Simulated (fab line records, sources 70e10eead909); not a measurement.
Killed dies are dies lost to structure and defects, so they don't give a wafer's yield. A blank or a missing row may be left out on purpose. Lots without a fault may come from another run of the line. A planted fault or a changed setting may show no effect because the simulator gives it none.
Chamber matching | flow nand_harc | NHARC_A_CONTACT_ALD_18 on ald_metal-03: 3 sister chambers
The step deposits TiN, target thk 3 nm, pulse time 1 s, ald cycles 150. 3 wafers are shown with their chamber, then 6 later ones without.

WAFERS WITH THEIR CHAMBER
wafer  | chamber | heater_power_w (W)
L534.1 | 0       | 1061
L539.1 | 1       | 1146
L539.3 | 3       | 1207

WAFERS WITHOUT THEIR CHAMBER
wafer  | heater_power_w (W)
L539.5 | 1244
L541.4 | 1049
L541.5 | 1135
L547.4 | 1223
L547.5 | 1126
L547.6 | 1095

WHICH CHAMBER EACH WENT THROUGH
wafer  | from the rows above     | in truth
L539.5 | 3                       | 3
L541.4 | 0                       | 0
L541.5 | 1                       | 1
L547.4 | 3                       | 3
L547.5 | can't be placed: 1 or 0 | 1
L547.6 | can't be placed: 0 or 1 | 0
Placed correctly: 4 of 6. Can't be placed from these rows: 2 (the true chamber is among the candidates in 2). Placed wrongly: 0.
How it was worked out, from the rows above alone: a wafer's distance from a chamber is the root of the sum, over the readings, of the square of ((its reading less the chamber's mean) divided by the reading's scatter). The wafer belongs to the nearest chamber; if the next one is less than 2 further off, it can't be placed. A chamber's mean is the mean of its shown wafers. The scatter: with one shown wafer a chamber, the root of the mean of the squares of how far each hidden wafer lies from its nearest shown one.
